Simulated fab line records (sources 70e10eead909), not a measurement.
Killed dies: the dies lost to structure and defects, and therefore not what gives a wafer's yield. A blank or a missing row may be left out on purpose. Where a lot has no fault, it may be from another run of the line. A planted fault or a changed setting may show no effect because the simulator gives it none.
fab line records	flow nand-harc	part 1 of 2: steps 1 to 24 of 34
record: lots: 5	wafers: 15	last-day: 32
route steps=1302 shown A_M1@1184 A_BONDPAD@1202
lots with no fault: from the same line, run without faults
start-h: hours from the record's first day to the start of the lot's first wafer shown	wait-h: time in hours since the lot's previous step	" same as the row above	L1.1+2: a single row standing in for several wafers	- value missing, or start not given	* or withheld: withheld	< > ~ a bound
route shown NAME@n: a module of which the file shows steps, and the number in the route of the first	usual: mean and standard deviation over wafers with no fault	same: alike in all rows	chamber/n: place in a boat	sites: the reading at each site	_std_site: standard deviation of those values	_edge_site: inner sites' mean taken away from outer sites' mean	radius-mm: how far each site lies from the wafer's centre	mask NAME#n: copy n	behind: the last tool/chamber to shape the wafer	hold: cause of the lot's hold/its duration in hours/its outcome	device: which transistor (n, p or np) failed to switch	end of line: the route-end tests of the same wafers	step lacking rows: just its recipe	killed: dies that structure and defects cost at the first sort, which is not the same as the wafer's yield	map: the dies of a wafer, with x for killed, . for not killed, _ for no die there
set.NAME: the setting that was run; set.NAME@STEP: the one run at that earlier step	model.NAME: the simulator's own value behind a step, which no gauge read
lots seen at some steps along the route; tables by step, rows by wafer
services: a tool's chamber out of use, with start hour (start-h, from the record's first day; less than 0 if before it), hours out, and reason
== steps ==
step: NHARC_A_M1_ETCH_15
recipe: target-depth-a: 1825	time-s: 91.2	c4f8-flow-sccm: withheld	ar-flow-sccm: 400	rf-w: 600	bias-w: 300	chemistry: C4F8/Ar
usual: bias-w: 300.0/0.83	oes-product-au: 0.958/0.018	rf-vpp-V: 440.0/2.5
lot.wafer	tool	chamber	start-h	wait-h	bias-w	oes-product-au	rf-hours-counter-h	rf-vpp-V
L079.2	rie-diel-13	2	-	-	299.9	0.956	1.7	438.0
L079.3	"	3	"	"	298.9	0.963	1.3	443.2
L079.1	"	0	"	"	299.8	0.992	1.5	441.7
L082.4	rie-diel-02	1	-	-	300.7	0.950	1.4	441.0
L082.6	"	3	"	"	302.4	0.954	-	443.1
L082.5	"	0	"	"	299.2	0.960	-	438.8
L087.1	rie-diel-12	2	-	-	299.0	0.936	1.8	437.7
L087.2	"	3	"	"	299.8	0.931	1.8	438.9
L087.5	"	1	"	"	300.4	0.931	-	439.4
L088.1	rie-diel-12	2	-	-	300.0	0.974	2.0	437.6
L088.2	"	0	"	"	299.2	0.959	2.0	445.3
L088.3	"	1	"	"	299.5	0.963	2.0	440.1
L094.1	rie-diel-12	0	-	-	299.6	0.958	5.9	444.3
L094.4	"	1	"	"	300.9	0.952	6.3	439.9
L094.2	"	3	"	"	300.2	0.972	5.4	437.9
step: NHARC_A_M1_CD_MEAS_16
usual: cd-nm: 120.1/0.79
lot.wafer	tool	chamber	start-h	wait-h	cd-nm
L079.1	cd-sem-02	-	591.16	-	119.6
L079.2	"	-	"	"	119.5
L079.3	"	-	"	"	120.0
L082.4	cd-sem-02	-	607.95	-	120.7
L082.5	"	-	"	"	121.1
L082.6	"	-	"	"	119.0
L087.1	cd-sem-03	-	658.13	-	120.9
L087.2	"	-	"	"	120.3
L087.5	"	-	"	"	119.9
L088.1	cd-sem-01	-	669.29	-	121.0
L088.2	"	-	"	"	120.6
L088.3	"	-	"	"	120.5
L094.1	cd-sem-02	-	723.41	-	119.8
L094.2	"	-	"	"	120.6
L094.4	"	-	"	"	120.5
step: NHARC_A_M1_STRIP_18
recipe: power-w: 1000	n2-flow-sccm: 150	h2-flow-sccm: 150	ar-flow-sccm: 0	bias-w: 0	chemistry: N2/H2
usual: drypump-motor-current-A: 5.7/0.5	oes-product-au: 1.001/0.0099	rf-vpp-V: 90.5/0.92	showerhead-plenum-p-Torr: 2.02/0.083	throttle-valve-pct: 14.171/0.0091
same: bias-w: 0
lot.wafer	tool	chamber	start-h	wait-h	drypump-motor-current-A	oes-product-au	rf-hours-counter-h	rf-vpp-V	showerhead-plenum-p-Torr	throttle-valve-pct
L079.2	rie-diel-12	3	591.23	0.1	5.9	0.995	7.7	89.8	1.94	14.160
L079.1	"	0	"	"	5.5	1.006	6.5	90.4	2.15	14.169
L079.3	"	1	"	"	6.3	0.990	8.1	89.6	2.01	14.170
L082.4	rie-diel-13	3	608.09	0.1	6.2	1.014	1.6	91.2	2.10	14.180
L082.5	"	1	"	"	6.7	1.014	-	91.4	2.07	14.178
L082.6	"	2	"	"	5.0	0.995	-	90.5	1.90	14.165
L087.1	rie-diel-02	0	658.24	0.1	5.5	1.003	4.8	89.6	1.93	14.173
L087.2	"	2	"	"	5.3	1.006	3.7	90.2	1.93	14.166
L087.5	"	3	"	"	5.2	1.005	-	90.4	2.10	14.187
L088.3	rie-diel-12	1	669.36	0.1	6.3	0.985	2.0	90.8	2.01	14.182
L088.1	"	2	"	"	5.1	0.998	2.1	89.7	1.93	14.181
L088.2	"	0	"	"	5.6	1.003	2.0	91.0	2.15	14.160
L094.2	rie-diel-02	0	723.48	0.1	5.5	0.994	8.0	91.0	1.93	14.148
L094.1	"	2	"	"	5.3	0.992	6.5	91.3	1.93	14.165
L094.4	"	3	"	"	5.2	1.001	6.6	90.7	2.10	14.175
step: NHARC_A_M1_ETCH_28
recipe: target-depth-a: 300	over-etch-frac: 0.3	time-s: 72.99	ion-energy-ev: 150	cf4-flow-sccm: 50	n2-flow-sccm: 100	ar-flow-sccm: 150	rf-w: 300	bias-w: 100	chemistry: CF4/N2
usual: bias-w: 99.98/0.3	drypump-motor-current-A: 5.6/0.52	oes-product-au: 0.999/0.0087	rf-vpp-V: 313.5/2	showerhead-plenum-p-Torr: 2.59/0.099	throttle-valve-pct: 19.794/0.0095
lot.wafer	tool	chamber	start-h	wait-h	bias-w	drypump-motor-current-A	oes-product-au	rf-hours-counter-h	rf-vpp-V	showerhead-plenum-p-Torr	throttle-valve-pct
L079.3	rie-diel-12	2	-	-	99.90	5.2	0.999	8.6	310.8	2.50	19.794
L079.2	"	3	"	"	100.23	5.9	1.003	7.8	311.8	2.51	19.795
L079.1	"	0	"	"	100.00	5.5	1.013	6.6	316.3	2.75	19.791
L082.4	rie-diel-13	3	-	-	99.95	6.3	0.992	1.7	314.7	2.70	19.788
L082.5	"	1	"	"	99.48	6.7	1.003	-	314.0	2.66	19.795
L082.6	"	2	"	"	100.06	5.0	0.998	-	311.6	2.46	19.801
L087.1	rie-diel-02	3	-	-	100.26	5.2	0.990	3.5	315.7	2.69	19.789
L087.2	"	0	"	"	100.10	5.5	0.987	4.8	311.8	2.49	19.789
L087.5	"	2	"	"	100.55	5.3	1.000	-	312.7	2.50	19.807
L088.3	rie-diel-12	0	-	-	100.11	5.5	1.009	2.1	315.6	2.75	19.793
L088.1	"	1	"	"	99.93	6.3	0.992	2.0	313.0	2.59	19.805
L088.2	"	2	"	"	100.05	5.1	1.001	2.1	312.3	2.50	19.807
L094.4	rie-diel-02	2	-	-	99.82	5.3	0.993	6.5	311.2	2.50	19.792
L094.2	"	3	"	"	100.10	5.2	0.997	6.6	316.0	2.69	19.806
L094.1	"	1	"	"	100.42	5.7	1.004	7.8	314.8	2.70	19.779
step: NHARC_A_M1_STRIP_19
recipe: time-s: 600	temp-c: 30	chemistry: post-etch-residue-remover
usual: bath-heat-duty-pct: 13.0/1.6
lot.wafer	tool	chamber	start-h	wait-h	bath-heat-duty-pct
L079.1	wet-bench-10	6	591.62	-	13.2
L079.3	"	7	"	"	15.1
L079.2	"	0	"	"	11.9
L082.6	wet-bench-10	7	608.40	-	16.3
L082.4	"	1	"	"	13.5
L082.5	"	4	"	"	13.2
L087.2	wet-bench-08	5	658.61	-	13.2
L087.5	"	6	"	"	10.1
L087.1	"	7	"	"	14.3
L088.2	wet-bench-08	5	669.74	-	12.0
L088.3	"	6	"	"	9.5
L088.1	"	0	"	"	13.7
L094.1	wet-bench-08	2	723.88	-	15.9
L094.2	"	3	"	"	11.4
L094.4	"	4	"	"	13.8
step: NHARC_A_M1_DEGAS_29
recipe: temp-c: 250	time-s: 60
usual: heater-power-w: 344/38
lot.wafer	tool	chamber	start-h	wait-h	heater-power-w
L079.1	pvd-sputter-03	-	591.87	-	325
L079.2	"	-	"	"	389
L079.3	"	-	"	"	324
L082.4	pvd-sputter-03	-	608.69	-	322
L082.6	"	-	"	"	402
L082.5	"	-	"	"	387
L087.1	pvd-sputter-01	-	658.86	-	378
L087.2	"	-	"	"	341
L087.5	"	-	"	"	336
L088.1	pvd-sputter-01	-	670.00	-	380
L088.3	"	-	"	"	334
L088.2	"	-	"	"	293
L094.1	pvd-sputter-01	-	724.13	-	297
L094.4	"	-	"	"	379
L094.2	"	-	"	"	330
step: NHARC_A_M1_PRE_CLEAN_30
recipe: time-s: 30	temp-c: 280	gas: H2/He
usual: heater-power-w: 419/48
lot.wafer	tool	chamber	start-h	wait-h	heater-power-w
L079.3	pvd-sputter-03	-	-	-	392
L079.1	"	-	"	"	400
L079.2	"	-	"	"	494
L082.4	pvd-sputter-03	-	-	-	480
L082.5	"	-	"	"	390
L082.6	"	-	"	"	481
L087.1	pvd-sputter-01	-	-	-	471
L087.2	"	-	"	"	415
L087.5	"	-	"	"	459
L088.3	pvd-sputter-01	-	-	-	416
L088.1	"	-	"	"	412
L088.2	"	-	"	"	364
L094.2	pvd-sputter-01	-	-	-	405
L094.4	"	-	"	"	354
L094.1	"	-	"	"	416
step: NHARC_A_M1_PVD_20
recipe: target-thk-a: 50	bias-v: 168.6	power-w: 15000	chamber-pressure-pa: 0.12	time-s: 8.06	substrate-temp-c: 50	material: TaN
usual: throttle-valve-pct: 29.8/0.93
lot.wafer	tool	chamber	start-h	wait-h	throttle-valve-pct
L079.3	pvd-sputter-03	-	-	-	30.1
L079.1	"	-	"	"	29.5
L079.2	"	-	"	"	30.1
L082.4	pvd-sputter-03	-	-	-	30.0
L082.5	"	-	"	"	29.7
L082.6	"	-	"	"	29.8
L087.1	pvd-sputter-01	-	-	-	29.9
L087.2	"	-	"	"	32.1
L087.5	"	-	"	"	29.9
L088.3	pvd-sputter-01	-	-	-	29.7
L088.1	"	-	"	"	30.2
L088.2	"	-	"	"	28.6
L094.4	pvd-sputter-01	-	-	-	30.0
L094.2	"	-	"	"	30.0
L094.1	"	-	"	"	28.5
step: NHARC_A_M1_PVD_21
recipe: target-thk-a: 300	chamber-pressure-pa: 5	power-w: 5000	substrate-temp-c: 30	time-s: 20.49	material: Cu
usual: throttle-valve-pct: 29.8/0.95
lot.wafer	tool	chamber	start-h	wait-h	throttle-valve-pct
L079.2	pvd-sputter-03	-	-	-	29.5
L079.1	"	-	"	"	29.9
L079.3	"	-	"	"	29.9
L082.4	pvd-sputter-03	-	-	-	29.7
L082.6	"	-	"	"	30.0
L082.5	"	-	"	"	29.9
L087.2	pvd-sputter-01	-	-	-	29.8
L087.1	"	-	"	"	28.6
L087.5	"	-	"	"	30.3
L088.1	pvd-sputter-01	-	-	-	28.4
L088.3	"	-	"	"	32.4
L088.2	"	-	"	"	30.1
L094.2	pvd-sputter-01	-	-	-	30.4
L094.1	"	-	"	"	28.3
L094.4	"	-	"	"	32.2
step: NHARC_A_M1_ECD_22
recipe: target-thk-a: 4000	bath-temp-c: 25	material: Cu
usual: bath-heat-duty-pct: 6.4/0.83
lot.wafer	tool	chamber	start-h	wait-h	bath-heat-duty-pct
L079.2	ecd-cu-01	1	592.23	-	6.0
L079.1	"	0	"	"	5.2
L079.3	"	0	"	"	4.2
L082.4	ecd-cu-01	1	609.18	-	5.9
L082.6	"	0	"	"	5.7
L082.5	"	1	"	"	6.8
L087.1	ecd-cu-02	1	659.22	-	7.2
L087.2	"	0	"	"	6.5
L087.5	"	1	"	"	7.5
L088.2	ecd-cu-02	0	670.36	-	6.4
L088.1	"	1	"	"	6.9
L088.3	"	0	"	"	7.0
L094.1	ecd-cu-02	0	724.50	-	5.6
L094.2	"	1	"	"	7.8
L094.4	"	1	"	"	7.7
step: NHARC_A_M1_ANNEAL_31
recipe: temp-c: 225	time-s: 90
usual: wafer_temp_C_max: 225.94/0.3
lot.wafer	tool	chamber	start-h	wait-h	wafer_temp_C_max
L079.1	rtp-anneal-02	0	592.61	-	226.10
L079.2	"	0	"	"	226.13
L079.3	"	0	"	"	225.88
L082.4	rtp-anneal-02	0	609.56	-	225.64
L082.5	"	0	"	"	225.69
L082.6	"	0	"	"	225.76
L087.1	rtp-anneal-02	0	659.60	0.3	226.19
L087.2	"	0	"	"	226.20
L087.5	"	0	"	"	225.96
L088.1	rtp-anneal-01	0	670.74	0.3	225.77
L088.2	"	0	"	"	225.95
L088.3	"	0	"	"	225.76
L094.1	rtp-anneal-01	0	724.88	0.3	225.59
L094.2	"	0	"	"	225.59
L094.4	"	0	"	"	225.83
step: NHARC_A_M1_CMP_23
recipe: t-overpolish-s: 20	target-thk-nm: 154.34
usual: motor-current-A: 11.8/0.82	pad-life-wafers: 177/81	time-to-endpoint-s: 29.2/2.6
same: t-overpolish-s: 20
lot.wafer	tool	chamber	start-h	wait-h	motor-current-A	pad-life-wafers	time-to-endpoint-s
L079.1	cmp-04	1	592.95	-	10.5	336	29.7
L079.3	"	3	"	"	13.0	338	27.7
L079.2	"	0	"	"	12.9	339	31.1
L082.4	cmp-03	0	609.81	-	13.2	110	28.8
L082.5	"	2	"	"	11.1	-	27.9
L082.6	"	3	"	"	11.6	-	25.1
L087.2	cmp-01	0	659.94	-	11.1	192	34.9
L087.1	"	3	"	"	12.7	195	28.2
L087.5	"	1	"	"	12.1	-	33.8
L088.2	cmp-04	2	671.08	-	10.9	258	28.8
L088.1	"	0	"	"	12.9	260	29.7
L088.3	"	1	"	"	11.2	261	29.5
L094.4	cmp-03	2	725.23	-	11.3	144	30.8
L094.2	"	3	"	"	11.1	145	29.3
L094.1	"	1	"	"	11.7	147	26.1
step: NHARC_A_M1_THK_MEAS_24
recipe: thk-meas-gauge: xrf
usual: thk-nm: 154.8/1.5
lot.wafer	tool	chamber	start-h	wait-h	thk-nm
L079.1	film-metro-01	-	593.27	-	154.2
L079.2	"	-	"	"	154.5
L079.3	"	-	"	"	154.2
L082.4	film-metro-01	-	610.06	-	153.1
L082.5	"	-	"	"	152.6
L082.6	"	-	"	"	155.7
L087.1	film-metro-01	-	660.26	-	154.8
L087.2	"	-	"	"	153.4
L087.5	"	-	"	"	155.7
L088.1	film-metro-02	-	671.40	-	156.1
L088.2	"	-	"	"	153.8
L088.3	"	-	"	"	151.9
L094.1	film-metro-01	-	725.54	-	156.1
L094.2	"	-	"	"	153.4
L094.4	"	-	"	"	156.8
step: NHARC_A_M1_SRD_25
lot.wafer	tool	chamber	start-h	wait-h
L079.2+3+1	wet-bench-08	6,7,0	593.32	0.0
L082.6+5+4	wet-bench-10	1,2,3	610.12	0.0
L087.5+1+2	wet-bench-10	6,7,2	660.30	0.0
L088.1+3+2	wet-bench-10	1,3,5	671.44	0.0
L094.1+4+2	wet-bench-10	4,6,7	725.59	0.0
step: NHARC_A_M1_INSPECT_27
usual: raw-defect-count: 504/120
lot.wafer	tool	chamber	start-h	wait-h	raw-defect-count
L079.1	defect-inspect-02	-	593.42	0.0	498
L079.2	"	-	"	"	364
L079.3	"	-	"	"	413
L082.4	defect-inspect-01	-	610.22	0.0	462
L082.5	"	-	"	"	480
L082.6	"	-	"	"	595
L087.1	defect-inspect-01	-	660.41	0.0	471
L087.2	"	-	"	"	355
L087.5	"	-	"	"	537
L088.1	defect-inspect-01	-	671.56	0.0	371
L088.2	"	-	"	"	443
L088.3	"	-	"	"	526
L094.1	defect-inspect-02	-	725.70	0.0	492
L094.2	"	-	"	"	436
L094.4	"	-	"	"	400
step: NHARC_A_M1_PRE_CLEAN_32
recipe: time-s: 12	temp-c: 370	rf-power-w: 300	gas: NH3
usual: heater-power-outer-w: 364/38	heater-power-w: 625/54
lot.wafer	tool	chamber	start-h	wait-h	heater-power-outer-w	heater-power-w
L079.2	pecvd-03	2	593.49	0.1	420	651
L079.1	"	0	"	"	315	566
L079.3	"	1	"	"	378	654
L082.6	pecvd-02	2	610.33	0.1	340	614
L082.5	"	0	"	"	325	536
L082.4	"	1	"	"	403	717
L087.2	pecvd-04	1	660.48	0.1	390	632
L087.1	"	0	"	"	367	651
L087.5	"	2	"	"	450	683
L088.3	pecvd-02	1	671.63	0.1	348	657
L088.2	"	2	"	"	344	605
L088.1	"	0	"	"	396	657
L094.1	pecvd-02	0	725.78	0.1	326	551
L094.2	"	1	"	"	342	642
L094.4	"	2	"	"	388	676
step: NHARC_A_M1_DEP_33
recipe: target-thk-a: 300	temp-c: 370	target-thk-nm: 30	pressure-torr: 3	flow-sccm: 200	rf-w: 450	material: SiCN
usual: heater-power-outer-w: 329/35	heater-power-w: 578/55
lot.wafer	tool	chamber	start-h	wait-h	heater-power-outer-w	heater-power-w
L079.2	pecvd-03	2	593.57	0.1	338	559
L079.1	"	0	"	"	278	511
L079.3	"	1	"	"	374	649
L082.6	pecvd-02	2	610.49	0.2	319	586
L082.5	"	0	"	"	300	506
L082.4	"	1	"	"	291	568
L087.2	pecvd-04	1	660.56	0.1	306	537
L087.1	"	0	"	"	311	598
L087.5	"	2	"	"	334	558
L088.3	pecvd-02	1	671.71	0.1	287	568
L088.2	"	2	"	"	297	555
L088.1	"	0	"	"	286	504
L094.1	pecvd-02	0	725.89	0.1	326	531
L094.2	"	1	"	"	378	687
L094.4	"	2	"	"	337	592
step: NHARC_A_BONDPAD_DEP_00
recipe: target-thk-a: 2500	temp-c: 370	target-thk-nm: 250	pressure-torr: 3	flow-sccm: 200	rf-w: 450	material: SiCN
usual: heater-power-outer-w: 326/46	heater-power-w: 588/74
lot.wafer	tool	chamber	start-h	wait-h	heater-power-outer-w	heater-power-w
L079.3	pecvd-04	2	594.12	-	411	639
L079.2	"	0	"	"	277	557
L079.1	"	1	"	"	367	610
L082.4	pecvd-02	1	-	-	358	659
L082.6	"	2	"	"	275	528
L082.5	"	0	"	"	372	597
L087.2	pecvd-01	0	661.16	-	378	697
L087.1	"	1	"	"	291	542
L087.5	"	0	"	"	388	714
L088.1	pecvd-02	1	-	-	375	679
L088.2	"	2	"	"	316	579
L088.3	"	0	"	"	297	513
L094.1	pecvd-01	2	726.44	-	291	531
L094.2	"	0	"	"	343	649
L094.4	"	0	"	"	354	656
step: NHARC_A_BONDPAD_CMP_29
recipe: target-thk-nm: 200	material: SiCN
usual: motor-current-A: 11.9/1.1	pad-life-wafers: 168/94
lot.wafer	tool	chamber	start-h	wait-h	motor-current-A	pad-life-wafers
L079.2	cmp-03	3	594.53	-	11.8	48
L079.1	"	0	"	"	12.9	49
L079.3	"	1	"	"	11.0	50
L082.4	cmp-03	2	611.40	-	11.9	147
L082.5	"	3	"	"	12.0	-
L082.6	"	0	"	"	13.1	-
L087.2	cmp-04	3	661.53	-	12.1	210
L087.1	"	1	"	"	10.4	212
L087.5	"	3	"	"	12.5	-
L088.1	cmp-02	3	672.67	-	15.2	174
L088.2	"	0	"	"	12.0	175
L088.3	"	2	"	"	11.5	177
L094.1	cmp-03	1	726.81	-	11.0	156
L094.2	"	3	"	"	12.1	158
L094.4	"	0	"	"	12.5	159
step: NHARC_A_BONDPAD_THK_MEAS_30
recipe: thk-meas-gauge: ellipsometry
usual: thk-nm: 199.7/1.4
lot.wafer	tool	chamber	start-h	wait-h	thk-nm
L079.1	film-metro-01	-	594.78	0.2	198.3
L079.2	"	-	"	"	196.3
L079.3	"	-	"	"	200.8
L082.4	film-metro-01	-	611.58	0.2	200.7
L082.5	"	-	"	"	196.8
L082.6	"	-	"	"	198.3
L087.1	film-metro-01	-	661.77	0.2	199.0
L087.2	"	-	"	"	199.1
L087.5	"	-	"	"	197.9
L088.1	film-metro-01	-	672.92	0.2	201.0
L088.2	"	-	"	"	199.6
L088.3	"	-	"	"	199.0
L094.1	film-metro-01	-	727.06	0.2	198.1
L094.2	"	-	"	"	200.0
L094.4	"	-	"	"	199.8
step: NHARC_A_BONDPAD_SRD_31
lot.wafer	tool	chamber	start-h	wait-h
L079.3+2+1	wet-bench-08	3,4,6	594.82	0.0
L082.5+4+6	wet-bench-10	3,5,6	611.62	0.0
L087.1+2+5	wet-bench-10	7,0,1	661.83	0.1
L088.3+2+1	wet-bench-08	6,7,1	672.97	0.0
L094.2+4+1	wet-bench-08	0,3,4	727.11	0.0
step: NHARC_A_BONDPAD_DEHYDRATE_01
recipe: temp-c: 150	time-s: 120
usual: exhaust-pa: 44.8/0.93
lot.wafer	tool	chamber	start-h	wait-h	exhaust-pa
L079.1	litho-track-05	0	594.91	0.1	45.5
L079.2	"	0	"	"	45.5
L079.3	"	0	"	"	46.1
L082.4	litho-track-02	0	611.70	0.1	44.5
L082.5	"	0	"	"	43.9
L082.6	"	0	"	"	43.8
L087.1	litho-track-05	0	661.90	0.1	44.9
L087.2	"	0	"	"	45.2
L087.5	"	0	"	"	44.4
L088.1	litho-track-07	0	673.04	0.1	44.7
L088.2	"	0	"	"	45.2
L088.3	"	0	"	"	45.5
L094.1	litho-track-07	0	727.19	0.1	42.7
L094.2	"	0	"	"	43.7
L094.4	"	0	"	"	43.5
step: NHARC_A_BONDPAD_HMDS_02
recipe: time-s: 30
usual: exhaust-pa: 45.1/0.87
lot.wafer	tool	chamber	start-h	wait-h	exhaust-pa
L079.1	litho-track-05	0	-	-	44.2
L079.2	"	0	"	"	44.1
L079.3	"	0	"	"	43.6
L082.4	litho-track-02	0	-	-	45.8
L082.5	"	0	"	"	44.0
L082.6	"	0	"	"	45.9
L087.1	litho-track-05	0	-	-	47.0
L087.2	"	0	"	"	45.4
L087.5	"	0	"	"	45.1
L088.1	litho-track-07	0	-	-	46.4
L088.2	"	0	"	"	44.9
L088.3	"	0	"	"	44.7
L094.1	litho-track-07	0	-	-	44.6
L094.2	"	0	"	"	44.2
L094.4	"	0	"	"	45.7
step: NHARC_A_BONDPAD_COAT_33
recipe: temp-c: 200	time-s: 65
usual: exhaust-pa: 45.0/0.86
lot.wafer	tool	chamber	start-h	wait-h	exhaust-pa
L079.1	litho-track-05	0	-	-	46.1
L079.2	"	0	"	"	45.2
L079.3	"	0	"	"	46.6
L082.4	litho-track-02	0	-	-	45.4
L082.5	"	0	"	"	44.8
L082.6	"	0	"	"	44.6
L087.1	litho-track-05	0	-	-	44.3
L087.2	"	0	"	"	43.4
L087.5	"	0	"	"	44.4
L088.1	litho-track-07	0	-	-	44.1
L088.2	"	0	"	"	44.3
L088.3	"	0	"	"	45.7
L094.1	litho-track-07	0	-	-	45.0
L094.2	"	0	"	"	44.3
L094.4	"	0	"	"	45.1
